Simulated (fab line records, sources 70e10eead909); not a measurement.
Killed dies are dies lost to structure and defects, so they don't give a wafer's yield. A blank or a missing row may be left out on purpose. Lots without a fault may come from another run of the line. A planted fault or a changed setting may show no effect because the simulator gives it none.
fab line records | flow nand_harc
record lots=6 wafers=18 last_day=24
route steps=1159 shown A_CONTACT@857 END@1159
lots that met no fault: from a run of the same line without faults
start_h: hours from the record's first day to the start of the lot's first wafer shown | wait_h: hours since the lot's step before | " the same as in the row above | L1.1+2: a row that stands for several wafers | - no value, or no start given | * or withheld: withheld | < > ~ a bound
route shown NAME@n: a module of which the file shows steps, and the number in the route of the first | usual: mean/standard deviation of fault-free wafers | same: alike in all rows | chamber/n: place in a boat | sites: the reading at each site | _std_site: their standard deviation | _edge_site: outer sites' mean less inner sites' | radius_mm: how far each site lies from the wafer's centre | mask NAME#n: copy n | behind: the tool/chamber that last shaped the wafer | hold: why the lot was held/for how many hours/how that ended | device: the transistor (n, p or np) that didn't switch | end of line: the same wafers' tests at the end of the route | a step without rows: its recipe alone | killed: dies lost to structure and defects at the first sort, not the wafer's yield | map: a wafer's dies, x killed, . not, _ none there
set.NAME: the setting as run; set.NAME@STEP: as run at that earlier step | model.NAME: the simulator's own value behind a step, which no gauge read
lots at some steps of the route; a table a step, a row a wafer
services: from which hour (start_h, from the record's first day; less than 0 if before it) a tool's chamber was out of use, for how many hours, and why
## steps
# step NHARC_A_CONTACT_DESCUM_47
# recipe time_s=3 o2_flow_sccm=200 ar_flow_sccm=0 bias_power_w=0 chemistry=O2
# step NHARC_A_CONTACT_ETCH_48
# recipe target_depth_a=390 over_etch_frac=0.3 time_s=65 ion_energy_ev=80 cf4_flow_sccm=150 ar_flow_sccm=0 rf_w=300 bias_w=100 chemistry=CF4
# step NHARC_A_CONTACT_ETCH_49
# recipe target_depth_a=2600 over_etch_frac=0.3 time_s=475.3 ion_energy_ev=200 n2_flow_sccm=150 h2_flow_sccm=150 ar_flow_sccm=0 rf_w=400 bias_w=150 chemistry=N2/H2
# usual drypump_motor_current_A=5.79/0.25 h2_flow_sccm=150.1/0.41 oes_product_au=1.000/0.0085 rf_vpp_V=430.0/2.7 showerhead_plenum_p_Torr=2.03/0.093 throttle_valve_pct=14.171/0.0078
# columns lot.wafer tool chamber start_h wait_h drypump_motor_current_A h2_flow_sccm oes_product_au rf_hours_counter_h rf_vpp_V showerhead_plenum_p_Torr throttle_valve_pct
L966.4 rie_diel-01 1 - - 5.94 149.9 0.997 16 435.4 2.21 14.186
L966.1 " 2 " " 5.69 150.3 1.004 16 427.9 1.95 14.169
L966.5 " 1 " " 5.95 150.7 1.001 - 435.4 2.21 14.176
L965.2 rie_diel-07 0 - - 5.86 149.5 0.986 23 428.1 1.95 14.171
L965.4 " 1 " " 5.88 150.0 0.992 28 427.1 1.93 14.173
L965.6 " 0 " " 5.89 150.4 0.996 - 427.0 1.95 14.176
L969.4 rie_diel-11 1 - - 6.41 149.5 1.004 2 432.9 2.07 14.168
L969.3 " 2 " " 5.52 150.7 1.021 2 433.9 2.19 14.169
L969.1 " 3 " " 5.74 150.6 1.000 1 425.9 1.91 14.182
L970.2 rie_diel-07 0 - - 5.91 150.0 1.002 28 426.8 1.94 14.160
L970.3 " 1 " " 5.85 150.2 0.994 33 426.2 1.93 14.175
L970.5 " 0 " " 5.88 150.0 0.997 - 428.2 1.94 14.173
L973.1 rie_diel-11 1 - - 6.40 150.5 1.001 18 430.7 2.06 14.179
L973.2 " 3 " " 5.74 150.6 1.008 19 426.2 1.91 14.169
L973.5 " 2 " " 5.49 150.6 1.004 - 432.4 2.19 14.163
L986.1 rie_diel-07 0 - - 5.89 149.9 1.002 17 428.9 1.94 14.166
L986.3 " 1 " " 5.85 150.3 0.996 15 426.8 1.92 14.177
L986.6 " 3 " " 5.56 149.9 1.000 - 431.9 2.06 14.173
# step NHARC_A_CONTACT_ETCH_50
# recipe target_depth_a=847 time_s=42.4 cf4_flow_sccm=100 chf3_flow_sccm=30 ar_flow_sccm=0 rf_w=500 bias_w=200 chemistry=CF4/CHF3
# step NHARC_A_CONTACT_ETCH_51
# recipe target_depth_a=36000 over_etch_frac=0.3 time_s=936 ion_energy_ev=150 o2_flow_sccm=400 cos_flow_sccm=20 ar_flow_sccm=0 rf_w=500 bias_w=300 chemistry=O2/COS
# step NHARC_A_CONTACT_ETCH_111
# recipe source_w=withheld pressure_mtorr=20 bias_v=withheld time_s=140 target_depth_a=7000 ar_flow_sccm=withheld c4f8_flow_sccm=withheld o2_flow_sccm=withheld chemistry=C4F8/O2/Ar
# step NHARC_A_CONTACT_ETCH_112
# recipe source_w=withheld pressure_mtorr=20 bias_v=3000 time_s=94 target_depth_a=9220 ar_flow_sccm=withheld c4f8_flow_sccm=withheld o2_flow_sccm=withheld chemistry=C4F8/O2/Ar
# step NHARC_A_CONTACT_ETCH_113
# recipe source_w=withheld pressure_mtorr=20 bias_v=3000 time_s=94 target_depth_a=9220 ar_flow_sccm=withheld c4f8_flow_sccm=withheld o2_flow_sccm=withheld chemistry=C4F8/O2/Ar
# columns lot.wafer tool chamber start_h wait_h rf_hours_counter_h
L966.1 har_cap_etch-01 1 368.49 0.1 56
L966.4 " 0 " " -
L966.5 " 0 " " -
L965.2 har_cap_etch-02 0 372.48 0.1 9
L965.4 " 1 " " -
L965.6 " 0 " " -
L969.1 har_cap_etch-01 1 379.51 0.1 58
L969.3 " 0 " " -
L969.4 " 1 " " -
L970.2 har_cap_etch-01 1 398.15 0.1 63
L970.3 " 1 " " -
L970.5 " 0 " " -
L973.2 har_cap_etch-01 1 423.89 0.1 66
L973.1 " 0 " " 66
L973.5 " 0 " " -
L986.1 har_cap_etch-01 1 501.94 0.1 81
L986.3 " 0 " " -
L986.6 " 1 " " -
# step NHARC_A_CONTACT_ETCH_114
# recipe source_w=withheld pressure_mtorr=20 bias_v=3000 time_s=94 target_depth_a=9220 ar_flow_sccm=withheld c4f8_flow_sccm=withheld o2_flow_sccm=withheld chemistry=C4F8/O2/Ar
# step NHARC_A_CONTACT_ETCH_115
# recipe source_w=withheld pressure_mtorr=20 bias_v=3000 time_s=94 target_depth_a=9220 ar_flow_sccm=withheld c4f8_flow_sccm=withheld o2_flow_sccm=withheld chemistry=C4F8/O2/Ar
# step NHARC_A_CONTACT_ETCH_116
# recipe source_w=withheld pressure_mtorr=20 bias_v=3000 time_s=94 target_depth_a=9220 ar_flow_sccm=withheld c4f8_flow_sccm=withheld o2_flow_sccm=withheld chemistry=C4F8/O2/Ar
# step NHARC_A_CONTACT_ETCH_117
# recipe source_w=withheld pressure_mtorr=20 bias_v=3000 time_s=94 target_depth_a=9220 ar_flow_sccm=withheld c4f8_flow_sccm=withheld o2_flow_sccm=withheld chemistry=C4F8/O2/Ar
# columns lot.wafer tool chamber start_h wait_h rf_hours_counter_h
L966.1 har_cap_etch-01 1 368.97 0.1 56
L966.4 " 0 " " -
L966.5 " 0 " " -
L965.2 har_cap_etch-02 0 372.84 0.1 9
L965.4 " 1 " " -
L965.6 " 0 " " -
L969.1 har_cap_etch-01 1 379.87 0.1 59
L969.3 " 0 " " -
L969.4 " 1 " " -
L970.2 har_cap_etch-01 1 398.52 0.1 63
L970.3 " 1 " " -
L970.5 " 0 " " -
L973.2 har_cap_etch-01 1 424.25 0.1 67
L973.1 " 0 " " 67
L973.5 " 0 " " -
L986.1 har_cap_etch-01 1 502.30 0.1 81
L986.3 " 0 " " -
L986.6 " 1 " " -
# step NHARC_A_CONTACT_ETCH_118
# recipe source_w=withheld pressure_mtorr=20 bias_v=3000 time_s=94 target_depth_a=9220 ar_flow_sccm=withheld c4f8_flow_sccm=withheld o2_flow_sccm=withheld chemistry=C4F8/O2/Ar
# columns lot.wafer tool chamber start_h wait_h rf_hours_counter_h
L966.1 har_cap_etch-01 1 369.09 0.1 56
L966.4 " 0 " " -
L966.5 " 0 " " -
L965.2 har_cap_etch-02 0 372.93 0.1 10
L965.4 " 1 " " -
L965.6 " 0 " " -
L969.1 har_cap_etch-01 1 379.96 0.1 59
L969.3 " 0 " " -
L969.4 " 1 " " -
L970.2 har_cap_etch-01 1 398.61 0.1 64
L970.3 " 1 " " -
L970.5 " 0 " " -
L973.2 har_cap_etch-01 1 424.34 0.1 67
L973.1 " 0 " " 67
L973.5 " 0 " " -
L986.1 har_cap_etch-01 1 502.39 0.1 82
L986.3 " 0 " " -
L986.6 " 1 " " -
# step NHARC_A_CONTACT_ETCH_119
# recipe source_w=withheld pressure_mtorr=20 bias_v=3000 time_s=94 target_depth_a=9220 ar_flow_sccm=withheld c4f8_flow_sccm=withheld o2_flow_sccm=withheld chemistry=C4F8/O2/Ar
# step NHARC_A_CONTACT_ETCH_120
# recipe source_w=withheld pressure_mtorr=20 bias_v=3000 time_s=94 target_depth_a=9220 ar_flow_sccm=withheld c4f8_flow_sccm=withheld o2_flow_sccm=withheld chemistry=C4F8/O2/Ar
# step NHARC_A_CONTACT_ETCH_121
# recipe source_w=withheld pressure_mtorr=20 bias_v=3000 time_s=94 target_depth_a=9220 ar_flow_sccm=withheld c4f8_flow_sccm=withheld o2_flow_sccm=withheld chemistry=C4F8/O2/Ar
# step NHARC_A_CONTACT_ETCH_122
# recipe source_w=withheld pressure_mtorr=20 bias_v=3000 time_s=95 target_depth_a=9300 ar_flow_sccm=withheld c4f8_flow_sccm=withheld o2_flow_sccm=withheld chemistry=C4F8/O2/Ar
# step NHARC_A_CONTACT_ETCH_123
# recipe source_w=withheld pressure_mtorr=20 bias_v=400 time_s=253 target_depth_a=10900 ar_flow_sccm=withheld c4f8_flow_sccm=11.5 o2_flow_sccm=7.2 chemistry=C4F8/O2/Ar
# step NHARC_A_CONTACT_ETCH_90
# recipe target_depth_a=400 over_etch_frac=0.5 time_s=85.7 ion_energy_ev=120 ch3f_flow_sccm=50 o2_flow_sccm=30 ar_flow_sccm=200 rf_w=500 bias_w=100 chemistry=CH3F/O2
# usual drypump_motor_current_A=5.82/0.24 oes_product_au=0.95/0.037 rf_vpp_V=244.1/1.7 showerhead_plenum_p_Torr=2.44/0.099 throttle_valve_pct=20.663/0.0092
# columns lot.wafer tool chamber start_h wait_h drypump_motor_current_A oes_product_au rf_hours_counter_h rf_vpp_V showerhead_plenum_p_Torr throttle_valve_pct
L966.1 rie_diel-01 0 370.42 0.7 6.39 0.92 12 245.5 2.54 20.682
L966.4 " 3 " " 5.77 0.93 17 242.4 2.42 20.664
L966.5 " 1 " " 5.94 0.92 - 248.2 2.65 20.658
L965.4 rie_diel-07 0 373.97 0.4 5.86 0.92 24 242.2 2.35 20.670
L965.2 " 2 " " 5.82 0.92 24 246.2 2.49 20.659
L965.6 " 1 " " 5.89 0.92 - 242.9 2.33 20.655
L969.4 rie_diel-01 3 381.00 0.4 5.78 1.01 20 243.4 2.42 20.664
L969.3 " 0 " " 6.36 1.00 15 244.3 2.54 20.649
L969.1 " 1 " " 5.98 1.01 20 248.1 2.65 20.647
L970.2 rie_diel-07 0 399.66 0.5 5.91 0.92 29 242.8 2.35 20.652
L970.3 " 3 " " 5.55 0.91 26 244.6 2.48 20.671
L970.5 " 1 " " 5.87 0.91 - 243.0 2.33 20.663
L973.2 rie_diel-07 0 425.40 0.6 5.84 0.99 2 242.0 2.35 20.665
L973.1 " 1 " " 5.87 1.00 2 243.0 2.33 20.667
L973.5 " 0 " " 5.89 0.99 - 243.9 2.35 20.683
L986.3 rie_diel-11 2 503.45 0.4 5.49 0.93 47 245.8 2.61 20.656
L986.1 " 3 " " 5.71 0.93 48 240.6 2.30 20.661
L986.6 " 3 " " 5.72 0.93 - 242.1 2.30 20.665
# step NHARC_A_CONTACT_ETCH_96
# recipe target_depth_a=200 over_etch_frac=0.5 time_s=10 ion_energy_ev=250 c4f6_flow_sccm=25 o2_flow_sccm=20 ar_flow_sccm=500 rf_w=600 bias_w=500 chemistry=C4F6/O2
# step NHARC_A_CONTACT_CD_MEAS_53
# usual cd_nm=189.5/0.7
# columns lot.wafer tool chamber start_h wait_h cd_nm
L966.1 cd_sem-01 - 370.64 - 189.3
L966.4 " - " " 189.0
L966.5 " - " " 188.8
L965.2 cd_sem-02 - 374.19 - 189.4
L965.4 " - " " 189.6
L965.6 " - " " 189.7
L969.1 cd_sem-03 - 381.23 - 189.5
L969.3 " - " " 189.7
L969.4 " - " " 189.7
L970.2 cd_sem-02 - 399.89 - 190.4
L970.3 " - " " 190.0
L970.5 " - " " 190.6
L973.1 cd_sem-01 - 425.62 - 189.2
L973.2 " - " " 189.4
L973.5 " - " " 189.1
L986.1 cd_sem-03 - 503.70 - 188.0
L986.3 " - " " 188.1
L986.6 " - " " 188.4
# step NHARC_A_CONTACT_STRIP_99
# recipe n2_flow_sccm=150 h2_flow_sccm=150 ar_flow_sccm=0 bias_w=0 chemistry=N2/H2
# step NHARC_A_CONTACT_STRIP_100
# recipe cf4_flow_sccm=100 chf3_flow_sccm=30 ar_flow_sccm=0 bias_w=0 chemistry=CF4/CHF3
# step NHARC_A_CONTACT_STRIP_101
# recipe o2_flow_sccm=400 cos_flow_sccm=20 ar_flow_sccm=0 bias_w=0 chemistry=O2/COS
# step NHARC_A_CONTACT_ETCH_102
# recipe target_depth_a=700 overetch_a=70 time_s=38.5 ion_energy_ev=100 cf4_flow_sccm=80 o2_flow_sccm=20 ar_flow_sccm=0 rf_w=300 bias_w=100 chemistry=CF4/O2
# step NHARC_A_CONTACT_STRIP_55
# recipe o2_flow_sccm=500 ar_flow_sccm=0 bias_w=0 chemistry=O2
# step NHARC_A_CONTACT_STRIP_56
# recipe time_s=600 temp_c=30 chemistry=post_etch_residue_remover
# step NHARC_A_CONTACT_DEP_57
# recipe target_thk_a=28000 temp_c=400 material=aC
# step NHARC_A_CONTACT_DEP_58
# recipe target_thk_a=600 target_thk_nm=60 temp_c=400 pressure_torr=3.5 flow_sccm=200 rf_w=350 material=SiON
# usual heater_power_w=755/110
# columns lot.wafer tool chamber start_h wait_h heater_power_w
L966.1 pecvd-03 2 373.59 1.5 719
L966.5 " 1 " " 960
L966.4 " 2 " " 727
L965.2 pecvd-03 0 377.32 1.5 661
L965.4 " 1 " " 994
L965.6 " 2 " " 747
L969.3 pecvd-03 0 384.79 0.9 644
L969.1 " 1 " " 999
L969.4 " 2 " " 738
L970.3 pecvd-04 1 403.07 0.9 731
L970.2 " 2 " " 712
L970.5 " 2 " " 723
L973.1 pecvd-04 1 428.56 1.5 684
L973.2 " 2 " " 771
L973.5 " 1 " " 692
L986.3 pecvd-03 2 506.42 0.9 734
L986.1 " 0 " " 569
L986.6 " 2 " " 748
# step NHARC_A_CONTACT_DEHYDRATE_59
# recipe temp_c=150 time_s=120
# step NHARC_A_CONTACT_HMDS_60
# recipe time_s=30
# step NHARC_A_CONTACT_COAT_61
# recipe temp_c=260 time_s=75
# step NHARC_A_CONTACT_COAT_62
# recipe temp_c=225 time_s=65
# step NHARC_A_CONTACT_COAT_63
# recipe spin_rpm=1500 resist_thk_nm=90
# step NHARC_A_CONTACT_SOFTBAKE_64
# recipe temp_c=105 time_s=55
# step NHARC_A_CONTACT_EBR_65
# step NHARC_A_CONTACT_EXPOSE_66
# recipe na=1.35 sigma_outer=0.8 dose_mj=59.02 mask_id=A_CC_2
# step NHARC_A_CONTACT_PEB_67
# recipe peb_temp_c=100 peb_time_s=65
# step NHARC_A_CONTACT_DEVELOP_68
# recipe develop_time_s=35 dev_temp_c=23
# step NHARC_A_CONTACT_CD_MEAS_69
# recipe target_cd_nm=200 landing_energy_ev=500
# usual cd_nm=199.9/0.44
# columns lot.wafer tool chamber start_h wait_h cd_nm
L966.1 cd_sem-02 0 374.29 - 199.8
L966.4 " 0 " " 200.5
L966.5 " 0 " " 199.9
L965.2 cd_sem-03 0 378.05 - 200.4
L965.4 " 0 " " 200.3
L965.6 " 0 " " 200.6
L969.1 cd_sem-03 0 385.51 - 199.9
L969.3 " 0 " " 199.4
L969.4 " 0 " " 198.9
L970.2 cd_sem-01 0 403.68 - 199.7
L970.3 " 0 " " 200.3
L970.5 " 0 " " 200.6
L973.1 cd_sem-01 0 429.28 - 199.8
L973.2 " 0 " " 199.6
L973.5 " 0 " " 200.0
L986.1 cd_sem-01 0 507.15 - 199.6
L986.3 " 0 " " 199.7
L986.6 " 0 " " 199.4
# step NHARC_A_CONTACT_OVL_MEAS_70
# usual overlay_x_nm=-0.1/0.84 overlay_y_nm=0.2/0.96
# columns lot.wafer tool chamber start_h wait_h overlay_x_nm overlay_y_nm
L966.1 overlay-01 - 374.38 - -0.3 0.3
L966.4 " - " " -0.2 -0.1
L966.5 " - " " 0.0 -0.1
L965.2 overlay-02 - 378.13 - 1.5 -1.1
L965.4 " - " " 1.1 -1.0
L965.6 " - " " 0.6 -1.0
L969.1 overlay-01 - 385.60 - 0.7 -0.6
L969.3 " - " " 0.6 -0.7
L969.4 " - " " 0.8 -0.1
L970.2 overlay-01 - 403.78 - -0.4 1.4
L970.3 " - " " -0.5 1.7
L970.5 " - " " -0.5 2.0
L973.1 overlay-02 - 429.37 - -1.5 0.7
L973.2 " - " " -1.1 0.7
L973.5 " - " " -1.2 1.0
L986.1 overlay-02 - 507.24 - 0.6 1.2
L986.3 " - " " 1.0 0.8
L986.6 " - " " 0.3 0.9
# step NHARC_END_SORT_01
# recipe temp_c=25
# usual killed_at_array=28/11 killed_at_other=0.8/1.3 killed_at_periphery=3.6/2.5 killed_dies=32/11 killed_open=3.0/1.8 killed_short=2.0/1.5
# same gross_dies=677
# columns lot.wafer tool chamber start_h wait_h killed_at_array killed_at_other killed_at_periphery killed_dies killed_open killed_short
L970.2 prober-02 0 493.69 2.8 66 3 4 73 2 2
L970.3 prober-02 0 494.50 3.1 64 3 1 68 0 1
L970.5 prober-02 0 496.10 3.7 106 1 4 111 2 1
L973.1 prober-01 0 500.85 2.5 105 0 4 109 1 0
L973.2 prober-01 0 501.66 2.8 72 1 4 77 3 1
L973.5 prober-01 0 504.08 3.7 118 1 7 126 3 0
# killed by level:class
L970.2 A_CONTACT:unspecified=55 A_STAIRCASE:chamber_film_flake=3 THIN_TSV:chamber_film_flake=3 P_ZERO_WELL:chamber_film_flake=2 A_CHANNEL_HOLE_D1:chamber_film_flake=2 A_CONTACT:chamber_film_flake=2 P_M1:geometric_particle:short=1 A_SOURCE_PLATE:geometric_particle:open=1
L970.3 A_CONTACT:unspecified=56 A_CHANNEL_HOLE_D1:chamber_film_flake=3 THIN_TSV:chamber_film_flake=3 A_STAIRCASE:chamber_film_flake=2 A_SLIT:chamber_film_flake=2 A_M0:geometric_particle:short=1 P_M1:chamber_film_flake=1
L970.5 A_CONTACT:unspecified=89 A_CHANNEL_HOLE_D1:chamber_film_flake=6 A_STAIRCASE:chamber_film_flake=5 A_ONON_D1:geometric_particle:open=2 P_STI:chamber_film_flake=2 A_CHANNEL_FILL_D1:geometric_particle:short=1 P_ZERO_WELL:chamber_film_flake=1 P_GATE:chamber_film_flake=1
L973.1 A_CONTACT:unspecified=86 A_SLIT:chamber_film_flake=13 A_CHANNEL_HOLE_D1:chamber_film_flake=4 P_STI:chamber_film_flake=2 P_M0:chamber_film_flake=2 A_ONON_D1:geometric_particle:open=1 A_STAIRCASE:chamber_film_flake=1
L973.2 A_CONTACT:unspecified=48 A_SLIT:chamber_film_flake=13 P_M0:chamber_film_flake=4 A_CHANNEL_HOLE_D1:chamber_film_flake=2 A_M0:chamber_film_flake=2 A_ONON_D1:geometric_particle:short=1 A_CHANNEL_FILL_D1:geometric_particle:open=1 A_SGD_CUT:geometric_particle:open=1
L973.5 A_CONTACT:unspecified=96 A_SLIT:chamber_film_flake=14 A_STAIRCASE:chamber_film_flake=4 P_M0:chamber_film_flake=3 A_CHANNEL_HOLE_D1:chamber_film_flake=3 P_GATE:geometric_particle:open=1 P_M1:geometric_particle:open=1 A_WL_FILL:geometric_particle:open=1
# map L970.5 (x killed, . not)
____________.____________
_________......._________
_______..........._______
______.............______
_____..............._____
____.................____
____.................____
___...x...............___
___...x..x............___
__....x................__
__....x.x.x.xx.........__
_.x.x.....xx..x........._
_........xxxxxxx..x....._
_........xxxxxxx........_
_......x.xxxxxxxx......._
_.......xxxxxxx.x......._
....x....xxxxxxxxx.......
........xxxxxxxx..x......
........xxxxxxxxx........
........xxxxxxxxx.......x
........x.xxxxxxx........
_.........xxxxxx........_
_.......x..xxx.........._
_......................._
_.........x..x.........._
_..................x...._
__.....................__
__.....................__
___.....x......x..x...___
___.x................x___
____.................____
____.......x.........____
_____..............._____
______.............______
_______..........._______
_________......._________
____________.____________
# map L973.5 (x killed, . not)
____________.____________
_________......._________
_______......x...._______
______.............______
_____..............._____
____.................____
____x.x..............____
___...................___
___.x.................___
__.........x...........__
__........x.xx.........__
_.......x.x.xxxxx......._
_.......xxxxxxxx........_
_.........xxxxxx........_
_.....x.xxxxxxxx........_
_.......xxxxxxxx.x......_
........xxxxxxxxx........
.......x.xxxxxxx.........
........xxxxxxxxxx.......
.....x.xxxxxxxxx.........
........xxxxxxxx..x......
_........xxxxxx........._
_......x...xx.x...x....._
_.........x..xx........._
_........x......xxx....._
_...........x....xx....._
__......x.x....xx.xxx..__
__..............x....x.__
___...................___
___.............xx....___
____.................____
____.................____
_____..............._____
______......x......______
_______..........._______
_________......._________
____________.____________
## services
# columns tool chamber start_h hours kind
rie_diel-07 0 359.73 - clean
rie_diel-07 1 359.73 - clean
rie_diel-07 2 359.73 - clean
rie_diel-07 3 359.73 - clean
rie_diel-07 2 365.86 2.6 repair
rie_diel-11 - 366.50 9.0 pm
pecvd-04 1 366.56 3.1 repair
pecvd-04 - 376.21 13.0 pm
rie_diel-07 0 384.24 - clean
rie_diel-07 1 384.24 - clean
rie_diel-07 2 384.24 - clean
rie_diel-07 3 384.24 - clean
rie_diel-11 0 386.54 1.2 repair
rie_diel-01 - 405.05 9.7 repair
rie_diel-07 - 405.20 9.0 pm
rie_diel-07 0 405.20 9.0 vent_cycle
rie_diel-07 1 405.20 9.0 vent_cycle
rie_diel-07 2 405.20 9.0 vent_cycle
rie_diel-11 0 424.89 9.5 repair
rie_diel-01 1 438.10 3.6 repair
rie_diel-07 1 456.38 4.5 repair
pecvd-03 - 473.36 13.0 pm
rie_diel-01 - 491.99 9.0 pm
pecvd-03 - 505.78 0.6 repair
## key
first_sign step=NHARC_END_SORT_01 reading=killed_at_array direction=up sigmas=5.8 usual=28 struck=88
effect step=NHARC_END_SORT_01 reading=killed_dies direction=up sigmas=5.6 usual=32 struck=94
more_kills_born_at NHARC_A_CONTACT_ETCH_118@har_cap_etch-01=430
met_at NHARC_A_CONTACT_ETCH_118
struck_wafers L970.2,L970.3,L970.5,L973.1,L973.2,L973.5
tester_left_out L970,L973
onset_between 379.96 398.61
also_fits NHARC_A_CONTACT_ETCH_90:rie_diel-07,NHARC_A_CONTACT_DEP_58:pecvd-04
fault kind=chamber_particle_source tool=har_cap_etch-01 chamber=- onset_h=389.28 steps=NHARC_A_CONTACT_ETCH_118 rate_per_visit_cm2=1.0274 end_h=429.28
# tester_left_out: of these lots the tester's yield and bins aren't shown, on N5 and GAA mostly nor the transistor test; their killed dies are dies lost to structure and defects alone, not to doping, threshold or leakage, so they don't give the yield
